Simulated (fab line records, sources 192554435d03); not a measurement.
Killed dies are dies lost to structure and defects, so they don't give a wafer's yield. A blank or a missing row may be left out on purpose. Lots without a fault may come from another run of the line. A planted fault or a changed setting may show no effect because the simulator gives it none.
Split-lot experiment | flow n5_finfet | 7 lots, 21 wafers read, on a route of 1938 steps

THE SPLIT
At N5_BEOL_M15_SPUTTER_44 (material Ta, target thk 15 nm, time 24.19 s), the setting power_w was moved away from the recipe's 15000 W on 6 of the 21 wafers read, by -9.0% to +15.2%. The other wafers ran this setting at the recipe's value.

The reading is taken at the split's own step.

THE READING
Ta_of_BEOL_M15_SPUTTER_44.thk_nm (the simulator's own value, which no gauge read), in nm, at N5_BEOL_M15_SPUTTER_44 (material Ta, target thk 15 nm, time 24.19 s). The file gives no usual value for it. The 15 wafers here that ran the recipe average 14.9 nm, standard deviation 0.22 nm.

wafer  | tool, chamber at the split | power_w as run, W | against the recipe | Ta_of_BEOL_M15_SPUTTER_44.thk_nm, nm | against lot-mates on the recipe
L074.1 | pvd_sputter-03, -          | 15000             | recipe             | 14.6                                 | -
L074.2 | pvd_sputter-03, -          | 13650             | -9.0%              | 13.8                                 | -1.0
L074.5 | pvd_sputter-03, -          | 15000             | recipe             | 15                                   | -
L080.1 | pvd_sputter-02, -          | 15000             | recipe             | 14.6                                 | -
L080.5 | pvd_sputter-02, -          | 15000             | recipe             | 14.6                                 | -
L080.2 | pvd_sputter-02, -          | 15000             | recipe             | 14.8                                 | -
L081.1 | pvd_sputter-03, -          | 15000             | recipe             | 15                                   | -
L081.2 | pvd_sputter-03, -          | 15760             | +5.1%              | 16                                   | +1.0
L081.5 | pvd_sputter-03, -          | 15760             | +5.1%              | 15.6                                 | +0.6
L084.1 | pvd_sputter-02, -          | 17280             | +15.2%             | 17                                   | +2.0
L084.2 | pvd_sputter-02, -          | 15000             | recipe             | 15                                   | -
L084.4 | pvd_sputter-02, -          | 17280             | +15.2%             | 17.2                                 | +2.2
L086.1 | pvd_sputter-01, -          | 15000             | recipe             | 15                                   | -
L086.5 | pvd_sputter-01, -          | 15000             | recipe             | 15                                   | -
L086.3 | pvd_sputter-01, -          | 15000             | recipe             | 15.2                                 | -
L087.3 | pvd_sputter-02, -          | 15000             | recipe             | 14.6                                 | -
L087.5 | pvd_sputter-02, -          | 14000             | -6.7%              | 14.2                                 | -0.6
L087.6 | pvd_sputter-02, -          | 15000             | recipe             | 15                                   | -
L091.4 | pvd_sputter-03, -          | 15000             | recipe             | 15.2                                 | -
L091.6 | pvd_sputter-03, -          | 15000             | recipe             | 15.2                                 | -
L091.5 | pvd_sputter-03, -          | 15000             | recipe             | 15                                   | -

THE FIT
A straight line over all 21 wafers: Ta_of_BEOL_M15_SPUTTER_44.thk_nm changes by +0.139 nm for each +1% of power_w; r = +0.96; the points scatter about the line by 0.22 nm.
The same after taking each lot's own level away (the mean of its wafers on the recipe; 21 wafers): +0.131 nm for each +1%; r = +0.98; scatter 0.16 nm.
On that fit, the largest move of power_w shifts the reading by 2 nm.
The lots' own levels span 14.67 to 15.13 nm, that is 2.2 times the standard deviation above.
So the lot-to-lot level changes the slope little: the two slopes agree.
Check: with one of the wafers moved furthest among these (+15.2%) left out of the fit, the line predicts +2.06 nm for it against its lot-mates. It came out at +2 nm against them.

OTHER SPLITS ON THESE WAFERS
These wafers also went through other splits before the reading. Each is held against what the fit with the lots' levels taken away leaves over:
other split on the same wafers    | wafers away from the commonest value | r with Ta_of_BEOL_M15_SPUTTER_44.thk_nm (lot level and that fit taken away)
N5_BEOL_M8_HM_DEP_02 target_thk_a | 5                                    | -0.27
N5_BEOL_M9_PECVD_70 temp_c        | 10                                   | -0.39
N5_BEOL_M11_EXPOSE_25 dose_mj     | 10                                   | +0.12
N5_BEOL_M12_CMP_49 down_force_psi | 9                                    | +0.03
N5_BEOL_M13_COAT_58 spin_rpm      | 7                                    | +0.03
N5_BEOL_M14_EXPOSE_07 dose_mj     | 6                                    | +0.07

THE FILE'S OWN FIT
Ta_of_BEOL_M15_SPUTTER_44.thk_nm changes by +0.128 nm for each +1% of power_w, r = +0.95.
